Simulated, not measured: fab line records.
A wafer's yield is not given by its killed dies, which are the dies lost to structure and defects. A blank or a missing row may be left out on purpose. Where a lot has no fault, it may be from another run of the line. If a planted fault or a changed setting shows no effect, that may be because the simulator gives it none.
Split-lot experiment | flow n5Finfet | route with 1938 steps; 7 lots, 21 wafers read

THE SPLIT ITSELF
At N5_BEOL_M1_ETCH_74 (etches underlayer in N2/H2, target depth 6.5 nm, time 5.2 s), the setting biasW was moved away from the recipe's 150 W on 9 of the 21 wafers read, by -16.5% to +8.9%. This setting was run at the recipe's value on the other wafers.

The reading is taken at the split's own step.

THE READING
rfVppV, in V, at N5_BEOL_M1_ETCH_74 (etches underlayer in N2/H2, target depth 6.5 nm, time 5.2 s). Fault-free wafers of this fab line usually give 523.7 V, standard deviation 2.2 V.

wafer  | tool, chamber at the split | biasW as run, W | against the recipe | rfVppV, V | against lot-mates on the recipe
L074.2 | rieDiel-03, 2              | 150             | recipe             | 522.2     | -
L074.3 | rieDiel-03, 1              | 125.3           | -16.5%             | 469.2     | -52.3
L074.4 | rieDiel-03, 3              | 150             | recipe             | 520.9     | -
L076.1 | rieDiel-04, 1              | 150             | recipe             | 528.6     | -
L076.2 | rieDiel-04, 0              | 129.6           | -13.6%             | 478.2     | -47.3
L076.4 | rieDiel-04, 2              | 150             | recipe             | 522.3     | -
L081.1 | rieDiel-04, 2              | 150             | recipe             | 522.7     | -
L081.2 | rieDiel-04, 3              | 150             | recipe             | 528.1     | -
L081.4 | rieDiel-04, 1              | 150             | recipe             | 525.7     | -
L083.3 | rieDiel-04, 1              | 163.2           | +8.8%              | 557.9     | +31.6
L083.4 | rieDiel-04, 3              | 163.2           | +8.8%              | 555.4     | +29.1
L083.6 | rieDiel-04, 1              | 150             | recipe             | 526.3     | -
L086.2 | rieDiel-05, 1              | 163.4           | +8.9%              | 551.4     | +27.9
L086.4 | rieDiel-05, 2              | 150             | recipe             | 523.5     | -
L086.5 | rieDiel-05, 3              | 163.4           | +8.9%              | 552.3     | +28.8
L088.1 | rieDiel-03, 3              | 128.4           | -14.4%             | 472.9     | -50.5
L088.3 | rieDiel-03, 0              | 150             | recipe             | 523.4     | -
L088.4 | rieDiel-03, 2              | 128.4           | -14.4%             | 473.1     | -50.3
L090.2 | rieDiel-03, 3              | 150             | recipe             | 522.4     | -
L090.3 | rieDiel-03, 2              | 150             | recipe             | 524.8     | -
L090.5 | rieDiel-03, 0              | 137.8           | -8.1%              | 495.0     | -28.6

FIT RESULTS
A straight line over all 21 wafers: rfVppV changes by +3.44 V for each +1% of biasW; r = +1.00; the points scatter about the line by 2.4 V.
The same after taking each lot's own level away (the mean of its wafers on the recipe; 21 wafers): +3.37 V for each +1%; r = +1.00; scatter 1.9 V.
The reading moves by 56 V for the largest change in biasW, on that fit.
From 521.55 to 526.30 V: that is the span of the lots' own levels, equal to 2.2 times the standard deviation above.
The two slopes are in agreement: the lot-to-lot level therefore moves the slope only a little.
Check: for one of the wafers moved furthest among these (-16.5%), held out of the fit, the line's prediction against its lot-mates is -56.8 V. Against them it came out at -52.3 V.
Tool readings at the split's step, against how far the setting was moved: etchRfOnTimeS r = -0.88; rfVppV r = +1.00.

ADDITIONAL SPLITS CARRIED BY THESE WAFERS
Note: prior to the reading, these wafers also went through further splits. Each is held against what the fit with the lots' levels taken away leaves over:
other split on the same wafers         | wafers away from the commonest value | r with rfVppV (lot level and that fit taken away)
N5_MOL_CONTACT_COAG_ALD_133 aldCycles  | 6                                    | -0.54
N5_MOL_CONTACT_COAG_VIA_ETCH_117 biasW | 6                                    | -0.50
N5_BEOL_M0_SAQP_PECVD_96 timeS         | 4                                    | +0.27
N5_BEOL_M0_SAQP_COAT_08 spinRpm        | 9                                    | +0.04

THE WHOLE CHAIN: every reading that the file lists as answering this split, in the file's order
step               | what it does                                                | reading       | change (the file's fit)              | r (the file's)
N5_BEOL_M1_ETCH_74 | etches underlayer in N2/H2, target depth 6.5 nm, time 5.2 s | etchRfOnTimeS | withheld for each +1% of the setting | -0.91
N5_BEOL_M1_ETCH_74 | etches underlayer in N2/H2, target depth 6.5 nm, time 5.2 s | rfVppV        | +3.36 V for each +1% of the setting  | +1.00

FILE'S OWN FIT
rfVppV changes by +3.36 V for each +1% of biasW, r = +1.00.
